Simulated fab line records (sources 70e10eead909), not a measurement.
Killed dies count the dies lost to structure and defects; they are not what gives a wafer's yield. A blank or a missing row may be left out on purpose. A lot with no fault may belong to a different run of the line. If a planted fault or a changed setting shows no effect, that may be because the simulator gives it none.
fab line records	flow nand_harc
[record] lots = 13	wafers = 37	last_day = 25
route steps=1159 shown A_SGD_CUT@764 A_SLIT@780 END@1159
lots that met no fault: from a run of the same line without faults
start_h: start of the lot's first displayed wafer, in hours after the record's first day	wait_h: hours since the lot's step before	" same as the row above	L1.1+2: several wafers, shown together as one row	- either no value or no given start	* or withheld: withheld	< > ~ a bound
route shown NAME@n: a module of which the file shows steps, and the number in the route of the first	usual: mean and standard deviation over wafers with no fault	same: alike in all rows	chamber/n: place in a boat	sites: readings site by site	_std_site: the values' standard deviation	_edge_site: mean of outer sites minus mean of inner sites	radius_mm: for every site, how far away it sits from the centre of the wafer	mask NAME#n: copy n	behind: the tool/chamber that last shaped the wafer	hold: why the lot went on hold/how many hours it stayed there/how the hold came to an end	device: the transistor (n, p or np) that didn't switch	end of line: tests run on the same wafers once the route is complete	where a step has no rows: the recipe by itself	killed: the dies lost at the first sort to structure and to defects; this is not the yield of the wafer	map: shows each die of a wafer: x if killed, . if not, _ if none is there
set.NAME: the setting as run; set.NAME@STEP: as run at that earlier step	model.NAME: the simulator's own value behind a step, which no gauge read
a sample of lots followed through the steps of the route, with each step as a table and each wafer as a row
services: when a tool's chamber went out of use (start_h, in hours from the record's first day, below 0 if earlier), for how many hours, and the reason
[[steps]]
[step NHARC_A_SGD_CUT_ETCH_15]
[recipe] target_depth_a = 750	time_s = 64.3	ch3f_flow_sccm = 50	o2_flow_sccm = 30	ar_flow_sccm = 200	rf_w = 500	bias_w = 100	chemistry = CH3F/O2
[usual] drypump_motor_current_A = 5.8/0.49	oes_product_au = 0.964/0.017	rf_vpp_V = 263.7/1.6	showerhead_plenum_p_Torr = 2.44/0.084	throttle_valve_pct = 20.663/0.0087
lot.wafer	tool	chamber	start_h	wait_h	drypump_motor_current_A	oes_product_au	rf_hours_counter_h	rf_vpp_V	showerhead_plenum_p_Torr	throttle_valve_pct
L816.3	rie_diel-06	1	-	-	6.0	0.979	8	264.8	2.46	20.658
L816.4	"	3	"	"	6.0	0.957	8	262.8	2.37	20.655
L816.6	"	2	"	"	5.1	0.957	-	264.2	2.46	20.652
L815.2	rie_diel-12	3	-	-	6.4	0.980	8	265.6	2.51	20.668
L815.1	"	1	"	"	5.4	0.966	8	262.2	2.36	20.651
L815.6	"	3	"	"	6.3	0.970	-	264.2	2.51	20.664
L818.2	rie_diel-09	1	-	-	5.1	0.953	7	264.3	2.49	20.670
L818.5	"	0	"	"	5.1	0.962	-	266.0	2.59	20.657
L823.1	rie_diel-09	1	-	-	5.1	0.952	10	264.8	2.49	20.670
L823.6	"	2	"	"	6.5	0.953	-	261.0	2.35	20.667
L822.4	rie_diel-12	0	-	-	5.9	0.962	12	261.6	2.29	20.673
L822.2	"	2	"	"	6.4	0.967	11	267.1	2.57	20.651
L822.5	"	1	"	"	5.5	0.974	-	262.0	2.36	20.670
L825.4	rie_diel-06	2	-	-	5.1	0.960	15	262.4	2.46	20.657
L825.1	"	3	"	"	6.0	0.965	14	263.7	2.37	20.675
L825.2	"	1	"	"	6.0	0.955	14	263.8	2.45	20.671
L827.4	rie_diel-09	3	-	-	5.4	0.964	13	264.5	2.47	20.657
L827.3	"	1	"	"	5.1	0.980	14	265.6	2.49	20.663
L827.5	"	0	"	"	5.1	0.952	-	266.6	2.59	20.646
L828.1	rie_diel-06	1	-	-	6.0	0.973	16	264.4	2.45	20.664
L828.4	"	0	"	"	5.7	0.966	14	262.9	2.40	20.664
L828.5	"	1	"	"	6.0	0.970	-	264.3	2.45	20.663
L831.2	rie_diel-09	1	-	-	5.1	0.981	14	263.7	2.49	20.672
L831.3	"	2	"	"	6.6	0.965	13	261.3	2.35	20.673
L831.6	"	1	"	"	5.1	0.978	-	265.4	2.49	20.670
L833.4	rie_diel-06	1	-	-	6.0	0.960	-	263.9	2.45	20.660
L833.5	"	2	"	"	5.1	0.963	-	266.8	2.46	20.666
L833.6	"	0	"	"	5.8	0.962	-	263.3	2.40	20.653
L834.2	rie_diel-12	2	431.29	-	6.4	0.988	3	264.7	2.57	20.670
L834.6	"	3	"	"	6.4	1.005	-	264.6	2.51	20.656
L834.5	"	0	"	"	5.9	0.998	-	261.6	2.29	20.668
L836.3	rie_diel-12	0	-	-	5.9	0.948	5	262.5	2.29	20.658
L836.4	"	1	"	"	5.5	0.945	4	261.8	2.36	20.656
L836.6	"	1	"	"	5.4	0.952	-	262.2	2.36	20.662
L835.3	rie_diel-12	2	-	-	6.4	0.957	5	264.8	2.57	20.675
L835.4	"	3	"	"	6.3	0.965	5	265.2	2.51	20.666
L835.5	"	1	"	"	5.5	0.980	-	262.4	2.36	20.659
[step NHARC_A_SLIT_DEP_00]
[recipe] target_thk_a = 32000	temp_c = 400	material = aC
[usual] throttle_valve_pct = 35.001/0.01
lot.wafer	tool	chamber	start_h	wait_h	throttle_valve_pct
L815.1	acl_dep-02	0	326.73	-	35.007
L815.2	"	0	"	"	34.986
L815.6	"	0	328.37	-	34.996
L816.3	acl_dep-01	0	327.33	-	34.989
L816.4	"	0	"	"	34.996
L816.6	"	0	"	"	35.000
L818.2	acl_dep-01	0	341.34	-	34.997
L818.5	"	0	"	"	35.005
L823.1	acl_dep-01	0	372.02	-	34.984
L823.6	"	0	373.66	-	35.011
L822.2	acl_dep-02	0	372.65	1.4	34.997
L822.4	"	0	"	"	34.998
L822.5	"	0	"	"	35.007
L825.1	acl_dep-03	0	392.16	-	35.000
L825.2	"	0	"	"	34.997
L825.4	"	0	"	"	35.025
L828.1	acl_dep-03	0	405.10	2.6	35.000
L828.4	"	0	"	"	35.009
L828.5	"	0	"	"	35.021
L827.3	acl_dep-01	0	407.51	-	35.008
L827.4	"	0	"	"	35.005
L827.5	"	0	"	"	35.039
L831.2	acl_dep-02	0	415.88	-	35.004
L831.3	"	0	"	"	34.992
L831.6	"	0	"	"	34.990
L834.2	acl_dep-02	0	438.00	-	34.998
L834.5	"	0	439.00	-	35.013
L834.6	"	0	"	"	34.989
L833.4	acl_dep-03	0	438.88	-	35.001
L833.5	"	0	"	"	35.026
L833.6	"	0	"	"	35.019
L836.3	acl_dep-02	0	452.43	-	34.998
L836.4	"	0	"	"	34.993
L836.6	"	0	"	"	34.994
L835.3	acl_dep-03	0	462.47	-	35.005
L835.4	"	0	"	"	35.003
L835.5	"	0	"	"	35.001
[step NHARC_A_SLIT_DEP_23]
[recipe] target_thk_a = 1000	target_thk_nm = 100	temp_c = 400	pressure_torr = 3.5	flow_sccm = 200	rf_w = 350	material = SiON
[usual] heater_power_outer_w = 439/82	heater_power_w = 733/130	showerhead_vpp_V = 1172/39
lot.wafer	tool	chamber	start_h	wait_h	heater_power_outer_w	heater_power_w	showerhead_vpp_V
L816.3	pecvd-01	0	328.71	1.1	576	987	1164
L816.6	"	1	"	"	441	777	1165
L816.4	"	0	"	"	586	1008	1153
L815.2	pecvd-04	0	328.73	1.3	421	715	1159
L815.1	"	2	"	"	365	619	1216
L815.6	"	2	"	"	380	629	1174
L818.2	pecvd-01	2	343.07	1.4	360	548	1186
L818.5	"	1	"	"	432	773	1190
L823.1	pecvd-04	0	374.07	1.7	432	701	1148
L823.6	"	0	"	"	425	707	1146
L822.2	pecvd-01	0	374.36	1.4	552	983	1141
L822.4	"	0	"	"	574	1014	1140
L822.5	"	0	"	"	587	993	1162
L825.2	pecvd-04	1	394.13	1.3	594	987	1129
L825.1	"	2	"	"	364	599	1212
L825.4	"	2	"	"	367	618	1194
L828.1	pecvd-04	2	407.16	1.7	428	696	1190
L828.4	"	1	"	"	540	882	1142
L828.5	"	2	"	"	429	691	1208
L827.3	pecvd-03	1	408.84	1.0	373	619	1221
L827.4	"	2	"	"	357	647	1114
L827.5	"	0	"	"	495	744	1231
L831.3	pecvd-04	1	417.55	1.0	528	857	1125
L831.2	"	2	"	"	415	681	1190
L831.6	"	1	"	"	519	867	1121
L834.2	pecvd-01	1	439.71	1.4	511	873	1179
L834.6	"	1	"	"	525	877	1202
L834.5	"	2	"	"	400	603	1184
L833.4	pecvd-03	0	440.01	0.8	465	720	1210
L833.5	"	1	"	"	351	608	1232
L833.6	"	2	"	"	346	634	1105
L836.3	pecvd-04	1	453.77	1.0	547	901	1129
L836.4	"	1	"	"	552	923	1134
L836.6	"	0	"	"	441	733	1155
L835.3	pecvd-03	2	463.86	1.1	310	585	1109
L835.5	"	0	"	"	559	834	1185
L835.4	"	2	"	"	317	592	1109
[step NHARC_A_SLIT_SOFTBAKE_04]
[recipe] temp_c = 105	time_s = 55
[usual] heater_power_total_W = 188.45/0.12	plate_temp_C = 105.04/0.12
lot.wafer	tool	chamber	start_h	wait_h	heater_power_total_W	plate_temp_C
L816.3	litho_track-04	0	328	-	188.38	105.03
L816.4	"	0	"	"	188.44	104.88
L816.6	"	0	"	"	188.79	105.05
L815.1	litho_track-06	0	329	-	188.36	105.13
L815.2	"	0	"	"	188.74	105.30
L815.6	"	0	"	"	188.32	105.17
L818.2	litho_track-06	0	343	-	205.31	-
L818.5	"	0	"	"	188.46	104.92
L823.1	litho_track-06	0	374	-	188.32	105.01
L823.6	"	0	"	"	205.05	-
L822.2	litho_track-06	0	374	-	205.00	-
L822.4	"	0	"	"	188.28	105.03
L822.5	"	0	"	"	188.67	105.12
L825.1	litho_track-01	0	394	-	188.43	105.07
L825.2	"	0	"	"	188.42	105.13
L825.4	"	0	"	"	188.76	105.08
L828.1	litho_track-01	0	407	-	188.51	105.13
L828.4	"	0	"	"	188.28	105.03
L828.5	"	0	"	"	188.38	105.12
L827.3	litho_track-04	0	409	-	188.42	105.25
L827.4	"	0	"	"	188.32	104.98
L827.5	"	0	"	"	188.31	105.20
L831.2	litho_track-01	0	417	-	188.50	105.13
L831.3	"	0	"	"	188.30	105.20
L831.6	"	0	"	"	188.54	104.99
L834.2	litho_track-04	0	439	-	188.38	104.89
L834.5	"	0	"	"	188.46	104.87
L834.6	"	0	"	"	188.51	104.99
L833.4	litho_track-06	0	440	-	188.33	105.00
L833.5	"	0	"	"	188.53	104.87
L833.6	"	0	"	"	188.38	104.96
L836.3	litho_track-04	0	454	-	188.46	105.02
L836.4	"	0	"	"	188.32	104.96
L836.6	"	0	"	"	188.70	104.80
L835.3	litho_track-01	0	464	-	188.72	105.02
L835.4	"	0	"	"	188.34	104.92
L835.5	"	0	"	"	188.40	105.06
[step NHARC_END_SORT_01]
[recipe] temp_c = 25
[usual] killed_at_array = 27/11	killed_at_other = 0.7/0.93	killed_at_periphery = 2.9/1.9	killed_dies = 30/11	killed_open = 3.1/1.7	killed_short = 1.9/1.3
[same] gross_dies = 677
lot.wafer	tool	chamber	start_h	wait_h	killed_at_array	killed_at_other	killed_at_periphery	killed_dies	killed_open	killed_short
L828.1	prober-02	0	534.53	2.5	30	2	2	34	4	0
L828.4	prober-02	0	536.93	3.4	23	2	1	26	4	0
L828.5	prober-02	0	537.74	3.7	25	0	1	26	3	3
// killed by level:class
L828.1 A_SLIT:chamber_film_flake=23 A_CHANNEL_HOLE_D1:chamber_film_flake=2 A_CONTACT:chamber_film_flake=2 THIN_TSV:chamber_film_flake=2 P_CONTACT:geometric_particle:open=1 P_M0:geometric_particle:open=1 A_ONON_D1:geometric_particle:open=1 A_SGD_CUT:geometric_particle:open=1
L828.4 A_SLIT:chamber_film_flake=12 A_CHANNEL_HOLE_D1:chamber_film_flake=5 A_CHANNEL_FILL_D1:geometric_particle:open=1 A_CONTACT:geometric_particle:open=1 A_M0:geometric_particle:open=1 STARTING-WAFER:geometric_particle:open=1 P_GATE:chamber_film_flake=1 A_ZERO_WELL:chamber_film_flake=1
L828.5 A_SLIT:chamber_film_flake=15 A_ZERO_WELL:chamber_film_flake=2 A_CHANNEL_HOLE_D1:chamber_film_flake=2 P_CONTACT:geometric_particle:open=1 A_CHANNEL_FILL_D1:geometric_particle:short=1 A_SGD_CUT:geometric_particle:open=1 A_WL_FILL:geometric_particle:short=1 A_BLC:geometric_particle:open=1
[[services]]
tool	chamber	start_h	hours	kind
pecvd-03	2	298.89	18.3	repair
litho_track-04	-	316.00	7.0	pm
acl_dep-02	-	348.57	13.0	pm
pecvd-04	0	348.76	6.6	repair
pecvd-01	2	363.79	20.8	repair
pecvd-04	-	376.10	13.0	pm
pecvd-04	0	376.10	13.0	vent_cycle
pecvd-04	1	376.10	13.0	vent_cycle
pecvd-04	2	376.10	13.0	vent_cycle
rie_diel-12	-	379.40	9.0	pm
rie_diel-09	0	384.38	3.8	repair
rie_diel-12	-	389.06	1.5	repair
rie_diel-09	1	394.59	9.7	repair
pecvd-01	-	398.89	0.3	repair
acl_dep-03	-	407.06	13.0	pm
rie_diel-06	-	418.20	9.0	pm
pecvd-01	-	418.85	13.0	pm
pecvd-04	-	421.00	1.4	repair
rie_diel-09	-	431.12	9.0	pm
pecvd-03	-	442.50	0.2	repair
litho_track-01	-	443.00	7.0	pm
pecvd-04	-	448.93	0.4	repair
rie_diel-09	1	453.67	8.4	repair
rie_diel-12	2	462.04	9.5	repair
[[key]]
[first_sign] step = NHARC_A_SLIT_SOFTBAKE_04	reading = heater_power_total_W	direction = up	sigmas = 99+	usual = *	struck = *
effect none on later readings
met_at NHARC_A_SLIT_SOFTBAKE_04
struck_lots L818,L822,L823
struck_wafers L818.2,L822.2,L823.6
tester_left_out L818,L822,L823
not_acting_at NHARC_A_SGD_CUT_ETCH_15,NHARC_A_SLIT_DEP_00,NHARC_A_SLIT_DEP_23
onset_between 329 343
[fault] kind = process_parameter_drift	tool = litho_track-06	chamber = -	onset_h = 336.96	steps = NHARC_A_SLIT_SOFTBAKE_04	channel = time_s	offset = *	shape = step	end_h = 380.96	scope = struck_wafers_only	acts_in = *	stated = *
// tester_left_out: of these lots the tester's yield and bins aren't shown, on N5 and GAA mostly nor the transistor test; their killed dies are dies lost to structure and defects alone, not to doping, threshold or leakage, so they don't give the yield
